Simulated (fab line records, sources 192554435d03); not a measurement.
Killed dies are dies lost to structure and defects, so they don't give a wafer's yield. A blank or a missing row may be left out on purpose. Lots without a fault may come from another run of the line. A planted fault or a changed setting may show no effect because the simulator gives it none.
Which tool did it? | flow n5_finfet | 12 lots, 36 wafers sampled, at 3 steps of a route of 1938

WHAT THE GAUGES READ, wafer by wafer
N5_BEOL_M9_RS_MEAS_57: measures by four-point-probe.
lot  | measured     | on            | M9_RS (ohm/sq)
L074 | day 10 11:09 | film_metro-01 | 0.149 0.152 0.145
L077 | day 11 11:51 | film_metro-02 | 0.154 0.147 0.152
L079 | day 11 12:56 | film_metro-02 | 0.151 0.149 0.154
L080 | day 11 20:21 | film_metro-02 | 0.151 0.156 0.156
L083 | day 12 08:59 | film_metro-02 | 0.145 0.146 0.150
L084 | day 12 19:58 | film_metro-02 | 0.153 0.153 0.156
L089 | day 14 02:24 | film_metro-01 | 0.157 0.152 0.152
L086 | day 14 07:41 | film_metro-01 | 0.153 0.147 0.152
L093 | day 15 18:08 | film_metro-01 | 0.158 0.159 0.152
L092 | day 15 23:15 | film_metro-02 | 0.145 0.146 0.150
L095 | day 16 23:01 | film_metro-02 | 0.147 0.155 0.152
L097 | day 17 01:07 | film_metro-01 | 0.148 0.155 0.154

WHICH TOOL RAN EACH LOT (tool, then ch and the chambers of the sampled wafers, then the start)
lot  | N5_BEOL_M9_ALD_74                   | N5_BEOL_M9_ANNEAL_51
L074 | ald_metal-02 ch 1,2,3, day 10 09:05 | rtp_anneal-02 ch 0, day 10 10:28
L077 | ald_metal-03 ch 0,2, day 11 08:40   | rtp_anneal-02 ch 0, day 11 11:05
L079 | ald_metal-03 ch 0,1, day 11 11:24   | rtp_anneal-02 ch 0, day 11 12:17
L080 | ald_metal-03 ch 0,3, day 11 18:47   | rtp_anneal-01 ch 0, day 11 19:43
L083 | ald_metal-02 ch 1,2, day 12 07:16   | rtp_anneal-02 ch 0, day 12 08:08
L084 | ald_metal-04 ch 0,1, day 12 18:08   | rtp_anneal-02 ch 0, day 12 19:17
L089 | ald_metal-02 ch 0,1,2, day 14 00:41 | rtp_anneal-02 ch 0, day 14 01:40
L086 | ald_metal-04 ch 0,2, day 14 05:30   | rtp_anneal-02 ch 0, day 14 07:02
L093 | ald_metal-02 ch 1,2, day 15 16:26   | rtp_anneal-01 ch 0, day 15 17:25
L092 | ald_metal-03 ch 0,1,3, day 15 21:24 | rtp_anneal-02 ch 0, day 15 22:40
L095 | ald_metal-03 ch 0,2,3, day 16 20:55 | rtp_anneal-02 ch 0, day 16 22:20
L097 | ald_metal-02 ch 0,1,3, day 16 23:37 | rtp_anneal-01 ch 0, day 17 00:23
- N5_BEOL_M9_ALD_74: deposits TaN, target thk 2 nm, pulse time 2 s, purge time 3 s.
- N5_BEOL_M9_ANNEAL_51: time 90 s.

THE ANSWER, worked out from the rows above alone
Rule: what is usual is taken from the lots themselves. Put in order of their means at a reading, lots are off if they are a third of the lots or fewer, leave a main group of 4 or more, and stand apart from it by a gap of 3 or more times the standard deviation of the main group's means; of several such gaps the widest counts. A main group whose means are all the same, to the digits that the tables above print for the reading, isn't used. A lot without any number at a reading at which 4 lots or more have one is off too. The other lots that the step has rows for count as sound.
No lot is off at any reading shown: from this, nothing can be told.

WHAT THE SIMULATOR HAD PUT IN
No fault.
